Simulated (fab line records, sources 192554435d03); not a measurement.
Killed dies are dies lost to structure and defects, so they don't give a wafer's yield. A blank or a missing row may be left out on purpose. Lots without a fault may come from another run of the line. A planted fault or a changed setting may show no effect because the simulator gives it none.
fab line records | flow n5_finfet
record lots=5 wafers=15 last_day=16
route steps=1938 shown BEOL_M2@896 BEOL_M3@931 PASSIVATION@1936
lots that met no fault: from a run of the same line without faults
start_h: hours from the record's first day to the start of the lot's first wafer shown | wait_h: hours since the lot's step before | " the same as in the row above | L1.1+2: a row that stands for several wafers | - no value, or no start given | * or withheld: withheld | < > ~ a bound
route shown NAME@n: a module of which the file shows steps, and the number in the route of the first | usual: mean/standard deviation of fault-free wafers | same: alike in all rows | chamber/n: place in a boat | sites: the reading at each site | _std_site: their standard deviation | _edge_site: outer sites' mean less inner sites' | radius_mm: how far each site lies from the wafer's centre | mask NAME#n: copy n | behind: the tool/chamber that last shaped the wafer | hold: why the lot was held/for how many hours/how that ended | device: the transistor (n, p or np) that didn't switch | end of line: the same wafers' tests at the end of the route | a step without rows: its recipe alone | killed: dies lost to structure and defects at the first sort, not the wafer's yield | map: a wafer's dies, x killed, . not, _ none there
set.NAME: the setting as run; set.NAME@STEP: as run at that earlier step | model.NAME: the simulator's own value behind a step, which no gauge read
lots at some steps of the route; a table a step, a row a wafer
services: from which hour (start_h, from the record's first day; less than 0 if before it) a tool's chamber was out of use, for how many hours, and why
## steps
# step N5_BEOL_M2_PRECLEAN_42
# recipe chemistry=residue_remover time_s=60 temp_c=40
# step N5_BEOL_M2_SRD_43
# recipe time_s=30 temp_c=23 rinse_liquid=diw dry=ipa_marangoni
# step N5_BEOL_M2_CD_MEAS_35
# recipe target_cd_nm=18 target_cd_y_nm=22.2 polarity=opening
# usual cd_nm=18.0/0.35
# columns lot.wafer tool chamber start_h wait_h cd_nm
L751.2 cd_sem-03 - 143.98 0.0 18.0
L751.3 " - " " 18.6
L751.5 " - " " 18.2
L755.1 cd_sem-01 - 167.64 0.0 17.8
L755.2 " - " " 18.1
L755.6 " - " " 18.3
L759.2 cd_sem-03 - 188.57 0.0 17.7
L759.3 " - " " 17.8
L759.4 " - " " 16.8
L760.3 cd_sem-02 - 196.05 0.0 18.5
L760.5 " - " " 18.0
L760.6 " - " " 18.4
L767.1 cd_sem-02 - 233.58 0.0 17.8
L767.2 " - " " 17.8
L767.6 " - " " 17.6
# step N5_BEOL_M2_DEGAS_44
# recipe ambient=vacuum temp_c=250 time_s=60
# step N5_BEOL_M2_PRE_CLEAN_45
# recipe gas=H2/He time_s=30 temp_c=250
# step N5_BEOL_M2_ALD_84
# recipe material=TaN target_thk_a=* temp_c=275 ald_precursor_family=PDMAT ald_co_reactant=NH3 pressure_torr=3 carrier_flow_sccm=1500 pulse_time_s=2 purge_time_s=3 co_reactant_purge_time_s=2 co_reactant_pulse_time_s=3 ald_cycles=30 precursor_vessel_temp_c=75 precursor_vessel_pressure_torr=26.25 precursor_vessel_carrier_sccm=1000
# step N5_BEOL_M2_SURFACE_TREAT_85
# recipe gas=Ar time_s=* ion_energy_ev=* ion_current_ma_cm2=0.5 pressure_mtorr=* ar_flow_sccm=30
# step N5_BEOL_M2_CVD_47
# recipe material=Co target_thk_a=30 temp_c=withheld precursor=CCTBA/H2 pressure_torr=30 time_s=223.8
# step N5_BEOL_M2_SPUTTER_48
# recipe material=Cu target_thk_a=45 temp_c=-20 chamber_pressure_pa=0.07 power_w=withheld time_s=8.29
# usual substrate_temp_c=-20.01/0.11 throttle_valve_pct=29.7/0.89
# columns lot.wafer tool chamber start_h wait_h substrate_temp_c throttle_valve_pct
L751.2 pvd_sputter-02 - 144.94 0.1 -19.91 31.4
L751.3 " - " " -19.86 29.5
L751.5 " - " " -20.04 29.9
L755.1 pvd_sputter-03 - 169.04 0.1 -19.96 29.1
L755.2 " - " " -19.87 31.4
L755.6 " - " " -19.93 31.3
L759.2 pvd_sputter-01 - 189.40 0.1 -20.08 30.0
L759.3 " - " " -19.89 27.8
L759.4 " - " " -19.95 29.4
L760.3 pvd_sputter-03 - 198.14 0.8 -19.76 29.0
L760.5 " - " " -20.03 28.8
L760.6 " - " " -19.79 29.3
L767.1 pvd_sputter-02 - 235.85 1.1 -19.95 29.7
L767.2 " - " " -20.16 31.1
L767.6 " - " " -19.82 29.6
# step N5_BEOL_M2_ANNEAL_49
# recipe temp_c=400 time_s=240 ambient=vacuum
# usual heater_power_w=817/64
# columns lot.wafer tool chamber start_h wait_h heater_power_w
L751.2 pvd_sputter-02 - 145.02 0.0 910
L751.3 " - " " 848
L751.5 " - " " 887
L755.1 pvd_sputter-03 - 169.12 0.0 775
L755.2 " - " " 830
L755.6 " - " " 841
L759.2 pvd_sputter-01 - 189.48 0.0 883
L759.3 " - " " 846
L759.4 " - " " 790
L760.3 pvd_sputter-03 - 198.22 0.0 695
L760.5 " - " " 741
L760.6 " - " " 701
L767.1 pvd_sputter-02 - 235.93 0.0 892
L767.2 " - " " 895
L767.6 " - " " 886
# step N5_BEOL_M2_SPUTTER_79
# recipe material=Cu target_thk_a=45 temp_c=-20 chamber_pressure_pa=0.07 power_w=withheld time_s=8.29
# step N5_BEOL_M2_ANNEAL_80
# recipe temp_c=400 time_s=240 ambient=vacuum
# usual heater_power_w=818/64
# columns lot.wafer tool chamber start_h wait_h heater_power_w
L751.2 pvd_sputter-02 - 145.24 0.0 893
L751.3 " - " " 876
L751.5 " - " " 892
L755.1 pvd_sputter-03 - 169.34 0.0 812
L755.2 " - " " 855
L755.6 " - " " 831
L759.2 pvd_sputter-01 - 189.70 0.0 886
L759.3 " - " " 846
L759.4 " - " " 774
L760.3 pvd_sputter-03 - 198.44 0.0 726
L760.5 " - " " 728
L760.6 " - " " 715
L767.1 pvd_sputter-02 - 236.15 0.0 900
L767.2 " - " " 906
L767.6 " - " " 870
# step N5_BEOL_M2_SPUTTER_81
# recipe material=Cu target_thk_a=45 temp_c=-20 chamber_pressure_pa=0.07 power_w=withheld time_s=8.29
# usual substrate_temp_c=-20.02/0.12 throttle_valve_pct=29.7/0.87
# columns lot.wafer tool chamber start_h wait_h substrate_temp_c throttle_valve_pct
L751.2 pvd_sputter-02 - 145.38 0.1 -20.13 31.2
L751.3 " - " " -20.09 29.7
L751.5 " - " " -20.13 29.8
L755.1 pvd_sputter-03 - 169.48 0.1 -19.99 29.1
L755.2 " - " " -19.96 31.3
L755.6 " - " " -19.90 31.5
L759.2 pvd_sputter-01 - 189.84 0.1 -19.81 30.1
L759.3 " - " " -20.17 28.0
L759.4 " - " " -20.22 29.5
L760.3 pvd_sputter-03 - 198.58 0.1 -19.99 29.2
L760.5 " - " " -19.71 28.7
L760.6 " - " " -20.01 29.3
L767.1 pvd_sputter-02 - 236.29 0.1 -20.15 29.6
L767.2 " - " " -19.81 31.1
L767.6 " - " " -20.13 29.7
# step N5_BEOL_M2_ANNEAL_82
# recipe temp_c=400 time_s=240 ambient=vacuum
# step N5_BEOL_M2_SPUTTER_86
# recipe material=Cu target_thk_a=45 temp_c=-20 chamber_pressure_pa=0.07 power_w=withheld time_s=8.29
# step N5_BEOL_M2_ANNEAL_87
# recipe temp_c=400 time_s=240 ambient=vacuum
# usual heater_power_w=817/65
# columns lot.wafer tool chamber start_h wait_h heater_power_w
L751.2 pvd_sputter-02 - 145.68 0.0 881
L751.3 " - " " 896
L751.5 " - " " 877
L755.1 pvd_sputter-03 - 169.78 0.0 815
L755.2 " - " " 835
L755.6 " - " " 823
L759.2 pvd_sputter-01 - 190.14 0.0 897
L759.3 " - " " 881
L759.4 " - " " 784
L760.3 pvd_sputter-03 - 198.88 0.0 713
L760.5 " - " " 760
L760.6 " - " " 701
L767.1 pvd_sputter-02 - 236.59 0.0 894
L767.2 " - " " 910
L767.6 " - " " 879
# step N5_BEOL_M2_SPUTTER_88
# recipe material=Cu target_thk_a=45 temp_c=-20 chamber_pressure_pa=0.07 power_w=withheld time_s=8.29
# step N5_BEOL_M2_ANNEAL_89
# recipe temp_c=400 time_s=240 ambient=vacuum
# step N5_BEOL_M2_SPUTTER_90
# recipe material=Cu target_thk_a=45 temp_c=-20 chamber_pressure_pa=0.07 power_w=withheld time_s=8.29
# step N5_BEOL_M2_ANNEAL_91
# recipe temp_c=400 time_s=240 ambient=vacuum
# step N5_BEOL_M2_SPUTTER_92
# recipe material=Cu target_thk_a=45 temp_c=-20 chamber_pressure_pa=0.07 power_w=withheld time_s=8.29
# step N5_BEOL_M2_ANNEAL_93
# recipe temp_c=400 time_s=240 ambient=vacuum
# step N5_BEOL_M2_SPUTTER_94
# recipe material=Cu target_thk_a=45 temp_c=-20 chamber_pressure_pa=0.07 power_w=withheld time_s=8.29
# step N5_BEOL_M2_ANNEAL_95
# recipe temp_c=400 time_s=240 ambient=vacuum
# step N5_BEOL_M2_SPUTTER_96
# recipe material=Cu target_thk_a=45 temp_c=-20 chamber_pressure_pa=0.07 power_w=withheld time_s=8.29
# step N5_BEOL_M2_ECD_50
# recipe material=Cu target_thk_a=3000
# step N5_BEOL_M2_ANNEAL_51
# recipe temp_c=225 time_s=90 ambient=N2
# step N5_BEOL_M2_CMP_52
# recipe stop_on=SiOC t_overpolish_s=6.8 down_force_psi=1 platen_rpm=50 clearing_platen_down_force_psi=1.5 clearing_platen_rpm=50 post_cmp_clean=cu_alkaline target_thk_nm=40 clearing_platen_pad_velocity_m_s=0.99484 pad_velocity_m_s=0.99484
# step N5_BEOL_M2_PRE_CLEAN_60
# recipe gas=NH3/H2 time_s=15 temp_c=* rf_power_w=300
# step N5_BEOL_M2_CO_CAP_55
# recipe material=Co target_thk_a=20 temp_c=200 precursor=CCTBA/H2 pressure_torr=30 time_s=102.1
# usual heater_power_outer_w=117/11 heater_power_w=229/22
# columns lot.wafer tool chamber start_h wait_h heater_power_outer_w heater_power_w
L751.2 cvd_co-01 2 147.56 0.0 141 274
L751.3 " 1 " " 113 215
L751.5 " 1 " " 106 213
L755.1 cvd_co-02 0 171.75 0.0 107 223
L755.2 " 2 " " 122 240
L755.6 " 2 " " 125 230
L759.2 cvd_co-01 0 192.04 0.0 106 209
L759.3 " 0 " " 109 210
L759.4 " 1 " " 110 219
L760.3 cvd_co-01 1 200.84 0.1 112 210
L760.5 " 1 " " 108 215
L760.6 " 0 " " 110 214
L767.1 cvd_co-01 2 238.64 0.0 137 284
L767.2 " 1 " " 108 214
L767.6 " 0 " " 111 213
# step N5_BEOL_M2_PRE_CLEAN_56
# recipe gas=NH3 time_s=15 temp_c=withheld rf_power_w=300
# step N5_BEOL_M2_DEP_57
# recipe material=SiCN target_thk_a=80 temp_c=withheld precursor=3MS/NH3 pressure_torr=3 rf_w=202 time_s=14
# step N5_BEOL_M2_RS_MEAS_58
# recipe thk_meas_gauge=four-point-probe reads=Co_of_BEOL_M2_CO_CAP_55+Cu_of_BEOL_M2_ECD_50+Co_of_BEOL_M2_CVD_47+TaN_of_BEOL_M2_ALD_84
# usual M2_RS=0.69/0.034
# columns lot.wafer tool chamber start_h wait_h M2_RS[ohm/sq]
L751.2 film_metro-02 - 147.75 0.1 0.69
L751.3 " - " " 0.71
L751.5 " - " " 0.73
L755.1 film_metro-01 - 171.93 0.0 0.71
L755.2 " - " " 0.72
L755.6 " - " " 0.73
L759.2 film_metro-02 - 192.26 0.1 0.70
L759.3 " - " " 0.65
L759.4 " - " " 0.64
L760.3 film_metro-01 - 201.02 0.1 0.65
L760.5 " - " " 0.65
L760.6 " - " " 0.69
L767.1 film_metro-01 - 238.82 0.0 0.66
L767.2 " - " " 0.72
L767.6 " - " " 0.72
# step N5_BEOL_M3_ILD_DEP_00
# recipe material=SiOC target_thk_a=790 temp_c=350 precursor=DEMS/O2 pressure_torr=5 rf_w=500 time_s=15.3
# step N5_BEOL_M3_THK_MEAS_01
# recipe reads=SiOC_of_BEOL_M3_ILD_DEP_00
# usual M3_ILD_THK=78.9/0.91
# columns lot.wafer tool chamber start_h wait_h M3_ILD_THK[nm]
L751.2 film_metro-02 - 147.88 0.1 78.2
L751.3 " - " " 78.0
L751.5 " - " " 79.6
L755.1 film_metro-01 - 172.06 0.0 78.5
L755.2 " - " " 78.3
L755.6 " - " " 79.1
L759.2 film_metro-01 - 192.39 0.1 78.6
L759.3 " - " " 78.2
L759.4 " - " " 79.5
L760.3 film_metro-02 - 201.27 0.1 78.8
L760.5 " - " " 78.6
L760.6 " - " " 79.1
L767.1 film_metro-01 - 238.95 0.0 79.4
L767.2 " - " " 78.9
L767.6 " - " " 79.3
# step N5_BEOL_M3_PECVD_72
# recipe material=SiO2 target_thk_a=160 temp_c=400 precursor=TEOS/O2 pressure_torr=5.5 rf_w=450 teos_flow_sccm=53.8 gas=O2 flow_sccm=3000 time_s=18
# step N5_BEOL_M3_HM_DEP_02
# recipe material=TiN target_thk_a=200 temp_c=25 chamber_pressure_pa=0.49996
# step N5_BEOL_M3_COAT_61
# recipe resist=SOC temp_c=250 time_s=60 spin_rpm=1500 resist_thk_nm=60
# step N5_BEOL_M3_COAT_62
# recipe resist=SiARC temp_c=220 time_s=60 spin_rpm=1500 resist_thk_nm=12
# step N5_BEOL_M3_COAT_73
# recipe resist=underlayer temp_c=205 time_s=60 spin_rpm=1500 resist_thk_nm=5
# step N5_PASSIVATION_PROBE_49
# usual defect_limited_yield=91.3/1.5 killed_at_M0_to_M3=35/10 killed_at_M4_up=12/4.6 killed_at_contacts=13/6.6 killed_at_front_end=39/11 killed_at_other=4/3.4 killed_dies=103/17 killed_open=67/13 killed_short=35/8.2 sort_bin_5_function=5.1/0.94 sort_bin_6_memory=3.2/0.7 sort_n_pass=1077/17 sort_yield_pct=91.3/1.5
# same gross_dies=1180 killed_at_back_side=0 sort_bin_4_leakage[%]=0 sort_bin_8_speed[%]=0
# columns lot.wafer tool chamber start_h wait_h defect_limited_yield[%] killed_at_M0_to_M3 killed_at_M4_up killed_at_contacts killed_at_front_end killed_at_other killed_dies killed_open killed_short sort_bin_5_function[%] sort_bin_6_memory[%] sort_n_pass sort_yield_pct[%]
L755.1 prober-01 - 296.80 0.0 89.7 51 14 11 43 3 122 80 42 6.3 4.0 1058 89.7
L755.2 prober-01 - 296.85 0.1 91.4 33 11 8 42 7 101 58 42 5.2 3.1 1079 91.4
L755.6 prober-01 - 297.05 0.3 88.6 43 14 16 52 10 135 82 51 7.1 4.0 1045 88.6
L767.1 prober-01 - 376.85 0.0 82.6 113 13 27 45 7 205 75 37 10.8 4.7 975 82.6
L767.6 prober-01 - 377.10 0.3 81.9 131 11 22 42 8 214 77 48 11.3 5.7 966 81.9
# killed by level:class
L755.1 STI_FIN_REVEAL:geometric_particle:open=18 FIN_SAQP:geometric_particle:short=13 BEOL_M1:geometric_particle:open=9 BEOL_M0_SAQP:geometric_particle:open=9 BEOL_M2:geometric_particle:open=9 MOL_CONTACT_COAG:geometric_particle:open=8 BEOL_M0_SAQP:geometric_particle:short=7 FIN_SAQP:geometric_particle:open=6
L755.2 STI_FIN_REVEAL:geometric_particle:open=16 BEOL_M0_SAQP:geometric_particle:short=7 BEOL_M1:geometric_particle:open=7 FIN_SAQP:geometric_particle:short=6 BEOL_M0_SAQP:geometric_particle:open=6 MOL_CONTACT_COAG:geometric_particle:open=5 BEOL_M2:geometric_particle:open=5 BEOL_M1:geometric_particle:short=4
L755.6 BEOL_M0_SAQP:geometric_particle:short=17 FIN_SAQP:geometric_particle:short=16 MOL_CONTACT_COAG:geometric_particle:open=14 STI_FIN_REVEAL:geometric_particle:open=12 BEOL_M0_SAQP:geometric_particle:open=10 FIN_SAQP:geometric_particle:open=8 MIM_TOP:geometric_particle:open=8 BEOL_M1:geometric_particle:open=7
L767.1 BEOL_M2:unspecified=93 MOL_CONTACT_COAG:geometric_particle:open=24 FIN_SAQP:geometric_particle:short=10 GATE_CUT:geometric_particle:short=7 FIN_SAQP:geometric_particle:open=6 STI_FIN_REVEAL:geometric_particle:open=6 DUMMY_GATE:geometric_particle:short=4 BEOL_M2:geometric_particle:open=4
L767.6 BEOL_M2:unspecified=88 MOL_CONTACT_COAG:geometric_particle:open=19 FIN_SAQP:geometric_particle:short=16 BEOL_M1:geometric_particle:open=13 BEOL_M0_SAQP:geometric_particle:open=8 GATE_CUT:geometric_particle:short=7 BEOL_M0_SAQP:geometric_particle:short=7 ILD0:geometric_particle:short=5
# map L767.6 (x killed, . not)
_________________.........x..________________
______________........xx.......x_____________
___________....x..............x....__________
__________.......x.................._________
________x......x..xx.x....x..........._______
_______....x.......x.......x........x..______
______....................x..........x.._____
_____....x...............xx....xx........____
____........x..................x.........x___
___..................x..x........x....xx...__
___x.............xx............x..x.....x..__
__.......x....x......x.......x.............._
__................x..x...xx.........x......._
_xx...x.xx..x.xx.............x..x............
_....x.....x.....................x.xx........
_....................x.....x.....x.....x.....
_...................x.x......................
_...............x......x.......x.............
_.x..............x.x..x..............x...x...
_.......x.......x....xx............x......xx.
_.x........xxx..x.....x.......x..............
__...x..x..xxxx.x....x...x.................._
__...x.x.xxxxxx.xx.........................._
___..x.xxxxxxxxxxx.x........x.......x......__
___...x.xxx.xxxxx..x...........x.....x.....__
____..xxxxxxxxxxxxxx....x.....x........xx.___
_____.xxxxxxxxxxxxx......x.....x.........____
______.xxxxxxxxxxx......x...x.........x._____
_______.xxxxxxxxx.x...x........x.......______
________..xxxxxxxx.................xx._______
__________xxxx..x..................._________
___________................x.......__________
______________.......x.........._____________
_________________....x.......________________
# map L751.5 (x killed, . not)
_________________.....x......________________
______________x..x.x...x...x...._____________
___________x.......x.....x.........__________
__________x..............xx.x.....x._________
________....x...............x........._______
_______..x.x............x.....x........______
______....x....x..........x............._____
_____........................x...........____
____.x.x.x.....................x.....x....___
___.........................xx....x...x...x__
___..x....x........x...x......x.x..........__
__...x..........x.....x.x.x..x......x......._
__................................x........._
_...x.....x......x.................x...x.....
_...xx.x...........................x......x..
_.xx......x............x..........x..........
_.....x...........x.........x................
_........x......x..........x........x.x......
_............................x...............
_.......x.....x................x.....x..x....
_.x....x....x.........................x......
__..x.x................................x...x_
__.........xx....................x........xx_
___..............x....x..................x.__
___x.....x........x..........x.....xx......__
____...x.....x........x.x................x___
_____....xx.................x............____
______.x.................x.............._____
_______..xx....x.....x.................______
________.....x...........x......x....._______
__________.x........................_________
___________.........x....x.........__________
______________.................._____________
_________________...x........________________
## services
# columns tool chamber start_h hours kind
pvd_sputter-01 - 157.09 9.9 repair
cvd_co-02 - 218.36 0.3 repair
## key
first_sign step=N5_PASSIVATION_PROBE_49 reading=killed_at_M0_to_M3 direction=up sigmas=8.7 usual=35 struck=122
effect step=N5_PASSIVATION_PROBE_49 reading=defect_limited_yield direction=down sigmas=6.1 usual=91.3 struck=82.2
more_kills_born_at N5_BEOL_M2_SPUTTER_81@pvd_sputter-02=181
met_at N5_BEOL_M2_SPUTTER_81
struck_wafers L767.1,L767.6
onset_between 145.38 236.29
fault kind=chamber_particle_source tool=pvd_sputter-02 chamber=- onset_h=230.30 steps=N5_BEOL_M2_SPUTTER_81 rate_per_visit_cm2=0.39896 end_h=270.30 scope=struck_wafers_only
